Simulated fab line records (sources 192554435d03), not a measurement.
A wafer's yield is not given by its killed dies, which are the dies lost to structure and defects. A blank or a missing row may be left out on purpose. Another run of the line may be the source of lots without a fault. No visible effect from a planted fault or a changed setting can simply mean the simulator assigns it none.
fab line records	flow n5-finfet
record: lots: 12	wafers: 36	last-day: 19
route steps=1938 shown GATE_CUT@513 MOL_CONTACT_COAG@531
lots with no fault: from the same line, run without faults
start-h: hours from the record's first day to the start of the lot's first wafer shown	wait-h: hours elapsed since this lot's preceding step	" unchanged from the row above	L1.1+2: a single row standing in for several wafers	- no value present, or no start provided	* or withheld: withheld	< > ~ a bound
route shown NAME@n: names a module that has steps shown in the file, with the first one's number in the route	usual: mean/standard deviation taken from wafers without a fault	same: alike in all rows	chamber/n: place in a boat	sites: each site's reading	_std_site: the values' standard deviation	_edge_site: the outer-site mean with the inner-site mean subtracted	radius-mm: how far each site lies from the wafer's centre	mask NAME#n: copy n	behind: the last tool/chamber to shape the wafer	hold: why the lot was held/for how many hours/how that ended	device: the n, p or np transistor that did not switch	end of line: at the end of the route, the tests of the same wafers	for a step that has no rows: nothing shown but its recipe	killed: not the wafer's yield, but the dies lost to structure and defects at the first sort	map: per-die view of a wafer (x killed, . not killed, _ where there is no die)
set.NAME: the setting the step ran with; set.NAME@STEP: the setting that earlier step ran with	model.NAME: the simulator's own value behind a step, which no gauge read
a sample of lots followed through the steps of the route, with each step as a table and each wafer as a row
services: a tool's chamber out of use, with start hour (start-h, from the record's first day; less than 0 if before it), hours out, and reason
== steps ==
step: N5_GATE_CUT_CMP_43
recipe: material: SiO2	post-cmp-clean: rinse-only
usual: motor-current-A: 11.7/1.4
lot.wafer	tool	chamber	start-h	wait-h	motor-current-A
L634.1	cmp-01	0	85.14	0.2	13.7
L634.2	"	1	"	"	11.1
L634.6	"	2	"	"	12.4
L639.4	cmp-01	0	116.06	0.0	12.4
L639.3	"	1	"	"	11.2
L639.1	"	3	"	"	11.8
L640.3	cmp-01	3	123.40	0.2	12.1
L640.4	"	0	"	"	13.0
L640.5	"	1	"	"	10.8
L641.4	cmp-01	2	137.98	0.0	13.0
L641.5	"	2	"	"	12.0
L641.6	"	3	"	"	12.0
L642.4	cmp-01	3	139.47	0.0	11.5
L642.1	"	0	"	"	12.9
L642.2	"	2	"	"	11.8
L643.1	cmp-01	0	143.35	0.0	13.2
L643.4	"	1	"	"	10.8
L643.5	"	0	"	"	12.9
L645.2	cmp-02	3	154.73	0.0	13.1
L645.1	"	1	"	"	10.3
L645.6	"	3	"	"	13.3
L650.4	cmp-02	2	180.82	0.0	9.1
L650.1	"	0	"	"	11.6
L650.2	"	1	"	"	10.8
L652.3	cmp-04	2	193.21	0.0	14.1
L652.2	"	3	"	"	9.2
L652.1	"	0	"	"	10.4
L653.4	cmp-01	3	200.35	0.0	11.7
L653.2	"	0	"	"	13.5
L653.1	"	1	"	"	10.9
L656.3	cmp-02	0	220.48	0.1	12.4
L656.2	"	2	"	"	9.3
L656.5	"	3	"	"	13.7
L657.2	cmp-01	0	223.98	0.0	13.0
L657.4	"	1	"	"	10.6
L657.6	"	0	"	"	13.3
step: N5_GATE_CUT_CMP_61
recipe: stop-on: SiNx	t-overpolish-s: 3	post-cmp-clean: alkaline-brush	down-force-psi: 4	platen-rpm: 27.09	pad-velocity-m-s: 0.539
usual: motor-current-A: 11.7/1.4
lot.wafer	tool	chamber	start-h	wait-h	motor-current-A
L634.1	cmp-01	0	85.52	0.3	12.3
L634.2	"	1	"	"	10.7
L634.6	"	2	"	"	12.1
L639.4	cmp-01	0	116.54	0.4	13.0
L639.3	"	1	"	"	10.9
L639.1	"	3	"	"	11.9
L640.3	cmp-01	3	123.78	0.3	12.1
L640.4	"	0	"	"	13.6
L640.5	"	1	"	"	11.2
L641.4	cmp-01	2	138.46	0.4	12.0
L641.5	"	2	"	"	11.9
L641.6	"	3	"	"	11.2
L642.4	cmp-01	3	139.95	0.4	12.0
L642.1	"	0	"	"	13.1
L642.2	"	2	"	"	11.5
L643.1	cmp-01	0	143.83	0.4	13.4
L643.4	"	1	"	"	11.1
L643.5	"	0	"	"	13.7
L645.2	cmp-02	3	155.21	0.4	13.5
L645.1	"	1	"	"	10.5
L645.6	"	3	"	"	13.7
L650.4	cmp-02	2	181.30	0.4	8.7
L650.1	"	0	"	"	11.7
L650.2	"	1	"	"	10.7
L652.3	cmp-04	2	193.69	0.4	14.4
L652.2	"	3	"	"	10.0
L652.1	"	0	"	"	10.5
L653.4	cmp-01	3	200.83	0.4	11.9
L653.2	"	0	"	"	12.8
L653.1	"	1	"	"	10.5
L656.3	cmp-02	0	220.91	0.3	11.5
L656.2	"	2	"	"	8.8
L656.5	"	3	"	"	13.7
L657.2	cmp-01	0	224.46	0.4	13.2
L657.4	"	1	"	"	11.3
L657.6	"	0	"	"	13.1
step: N5_GATE_CUT_INSPECT_26
recipe: inspect-instrument: darkfield	mode: post-cmp
usual: raw-defect-count: 40/17
lot.wafer	tool	chamber	start-h	wait-h	raw-defect-count
L634.1	defect-inspect-01	-	85.70	0.0	53
L634.2	"	-	"	"	38
L634.6	"	-	"	"	28
L639.1	defect-inspect-02	-	116.77	0.0	29
L639.3	"	-	"	"	25
L639.4	"	-	"	"	29
L640.3	defect-inspect-02	-	123.96	0.0	32
L640.4	"	-	"	"	45
L640.5	"	-	"	"	72
L641.4	defect-inspect-02	-	138.70	0.0	41
L641.5	"	-	"	"	22
L641.6	"	-	"	"	24
L642.1	defect-inspect-01	-	140.18	0.0	42
L642.2	"	-	"	"	56
L642.4	"	-	"	"	36
L643.1	defect-inspect-01	-	144.06	0.0	24
L643.4	"	-	"	"	18
L643.5	"	-	"	"	38
L645.1	defect-inspect-02	-	155.44	0.0	71
L645.2	"	-	"	"	22
L645.6	"	-	"	"	87
L650.1	defect-inspect-01	-	181.53	0.0	33
L650.2	"	-	"	"	25
L650.4	"	-	"	"	44
L652.1	defect-inspect-02	-	193.92	0.0	33
L652.2	"	-	"	"	30
L652.3	"	-	"	"	14
L653.1	defect-inspect-02	-	201.06	0.0	29
L653.2	"	-	"	"	26
L653.4	"	-	"	"	43
L656.2	defect-inspect-01	-	221.11	0.0	30
L656.3	"	-	"	"	68
L656.5	"	-	"	"	77
L657.2	defect-inspect-01	-	224.69	0.0	16
L657.4	"	-	"	"	31
L657.6	"	-	"	"	31
step: N5_MOL_CONTACT_COAG_ETCH_105
recipe: chemistry: CF4	target: SiARC	target-depth-a: 156	mask-material: CAR-EUV	time-s: 26	ion-energy-ev: 80	pressure-mtorr: 40	source-w: 545	bias-w: 36	Ar_flow_sccm: 100	cf4-flow-sccm: 100	ends: cleared
usual: bias-w: 36.01/0.12	drypump-motor-current-A: 5.52/0.26	etch-rf-on-time-s: 26.1/0.84	oes-product-au: 0.66/0.09	rf-vpp-V: 183.9/1.1	showerhead-plenum-p-Torr: 2.13/0.065	throttle-valve-pct: 15.54/0.21
lot.wafer	tool	chamber	start-h	wait-h	bias-w	drypump-motor-current-A	etch-rf-on-time-s	oes-product-au	rf-hours-counter-h	rf-vpp-V	showerhead-plenum-p-Torr	throttle-valve-pct
L634.1	rie-diel-03	3	86.30	0.0	36.04	5.42	24.9	0.78	20	185.1	2.17	15.42
L634.2	"	0	"	"	35.97	5.84	27.5	0.58	240	185.3	2.19	15.39
L634.6	"	0	"	"	36.13	5.83	27.6	0.58	-	185.4	2.19	15.39
L639.1	rie-diel-03	0	117.25	0.0	36.15	5.82	27.5	0.57	253	184.8	2.18	15.41
L639.3	"	1	"	"	35.97	5.83	25.5	0.59	217	184.8	2.22	15.90
L639.4	"	0	"	"	36.10	5.82	27.5	0.57	-	185.0	2.18	15.42
L640.3	rie-diel-03	3	124.43	0.0	36.12	5.43	25.3	0.76	34	184.4	2.17	15.45
L640.4	"	1	"	"	36.08	5.82	25.9	0.59	-	184.1	2.22	15.89
L640.5	"	0	"	"	36.01	5.82	28.3	0.56	-	184.6	2.18	15.42
L641.4	rie-diel-04	0	139.32	0.0	35.94	5.53	26.6	0.62	203	183.9	2.12	15.54
L641.5	"	3	"	"	35.97	5.21	26.0	0.64	-	184.2	2.13	15.55
L641.6	"	0	"	"	36.15	5.50	26.7	0.62	-	183.3	2.12	15.54
L642.1	rie-diel-01	3	140.79	0.0	35.95	5.24	25.6	0.79	16	183.8	2.09	15.33
L642.2	"	0	"	"	35.63	5.34	27.8	0.60	187	184.3	2.21	15.59
L642.4	"	1	"	"	36.08	5.62	26.8	0.59	204	183.2	2.03	15.57
L643.1	rie-diel-03	2	144.80	0.0	35.86	4.92	24.8	0.83	8	187.1	2.28	15.51
L643.4	"	1	"	"	35.97	5.84	25.6	0.59	-	184.6	2.21	15.92
L643.5	"	3	"	"	35.89	5.44	25.0	0.76	-	183.6	2.16	15.44
L645.1	rie-diel-01	1	156.54	0.0	35.99	5.62	26.4	0.60	210	183.0	2.03	15.59
L645.2	"	3	"	"	36.05	5.22	25.4	0.78	22	184.5	2.08	15.35
L645.6	"	2	"	"	36.17	5.76	26.4	0.62	-	185.1	2.05	15.77
L650.1	rie-diel-01	1	182.14	0.0	35.98	5.63	26.6	0.58	219	183.0	2.03	15.61
L650.2	"	2	"	"	29.30	5.77	28.5	0.59	202	158.6	2.04	15.79
L650.4	"	3	"	"	36.02	5.24	25.6	0.76	31	184.8	2.08	15.36
L652.1	rie-diel-03	2	194.52	0.0	35.88	4.92	25.0	0.78	23	184.9	2.28	15.55
L652.2	"	1	"	"	36.03	5.83	26.0	0.57	242	184.7	2.21	15.94
L652.3	"	3	"	"	35.95	5.44	25.4	0.72	58	183.2	2.16	15.50
L653.1	rie-diel-04	2	201.66	0.0	36.00	5.40	24.9	0.86	2	185.0	2.11	15.11
L653.2	"	0	"	"	36.08	5.50	26.4	0.60	224	184.9	2.12	15.60
L653.4	"	1	"	"	36.14	5.92	25.6	0.61	217	182.6	2.04	15.68
L656.2	rie-diel-04	0	221.58	0.0	35.87	5.53	26.8	0.60	232	183.9	2.11	15.61
L656.3	"	1	"	"	35.95	5.92	26.1	0.61	219	183.3	2.04	15.69
L656.5	"	3	"	"	36.05	5.20	26.0	0.62	-	183.8	2.12	15.59
L657.2	rie-diel-04	3	225.29	0.0	36.05	5.22	26.1	0.62	192	184.2	2.12	15.61
L657.4	"	2	"	"	35.92	5.40	25.3	0.82	12	183.6	2.11	15.14
L657.6	"	1	"	"	36.19	5.91	26.0	0.61	-	182.6	2.04	15.71
== services ==
tool	chamber	start-h	hours	kind
rie-diel-01	3	71.90	8.0	repair
cmp-02	-	84.45	4.4	repair
rie-diel-01	1	97.91	3.7	repair
rie-diel-03	2	100.81	-	clean
rie-diel-03	2	100.81	-	consumable-replace:focus-ring
rie-diel-03	2	100.81	-	consumable-replace:showerhead
rie-diel-03	2	100.81	25.0	scheduled-down
rie-diel-03	2	100.81	25.0	vent-cycle
rie-diel-03	0	125.80	-	clean
rie-diel-03	0	125.80	-	consumable-replace:focus-ring
cmp-01	-	125.98	4.0	pm
cmp-01	-	129.98	-	consumable-replace:conditioner
cmp-01	-	129.98	-	consumable-replace:pad
rie-diel-01	0	130.07	9.3	repair
rie-diel-01	-	130.59	0.9	repair
cmp-01	-	138.77	0.6	repair
rie-diel-03	-	149.57	2.8	pm
cmp-04	-	160.49	4.0	pm
rie-diel-04	0	165.31	3.0	repair
cmp-01	-	176.50	1.6	repair
cmp-01	-	188.22	12.1	pm
cmp-01	-	206.69	5.5	pm
cmp-04	-	206.74	4.0	pm
cmp-04	-	224.54	0.8	repair
== key ==
first-sign: step: N5_MOL_CONTACT_COAG_ETCH_105	reading: bias-w	direction: down	sigmas: 58	usual: *	struck: *
effect: step: N5_MOL_CONTACT_COAG_ETCH_105	reading: rf-vpp-V	direction: down	sigmas: 23	usual: 183.9	struck: 158.6
met-at N5_MOL_CONTACT_COAG_ETCH_105
struck-lots L650
struck-wafers L650.2
tester-left-out L650
not-acting-at N5_GATE_CUT_CMP_43,N5_GATE_CUT_CMP_61,N5_GATE_CUT_INSPECT_26
onset-between 156.54 182.14
fault: kind: process-parameter-drift	tool: rie-diel-01	chamber: 2	onset-h: 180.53	steps: N5_MOL_CONTACT_COAG_ETCH_105	channel: bias-w	offset: *	shape: step	acts-in: *	stated: *
tester-left-out: of these lots the tester's yield and bins aren't shown, on N5 and GAA mostly nor the transistor test; their killed dies are dies lost to structure and defects alone, not to doping, threshold or leakage, so they don't give the yield
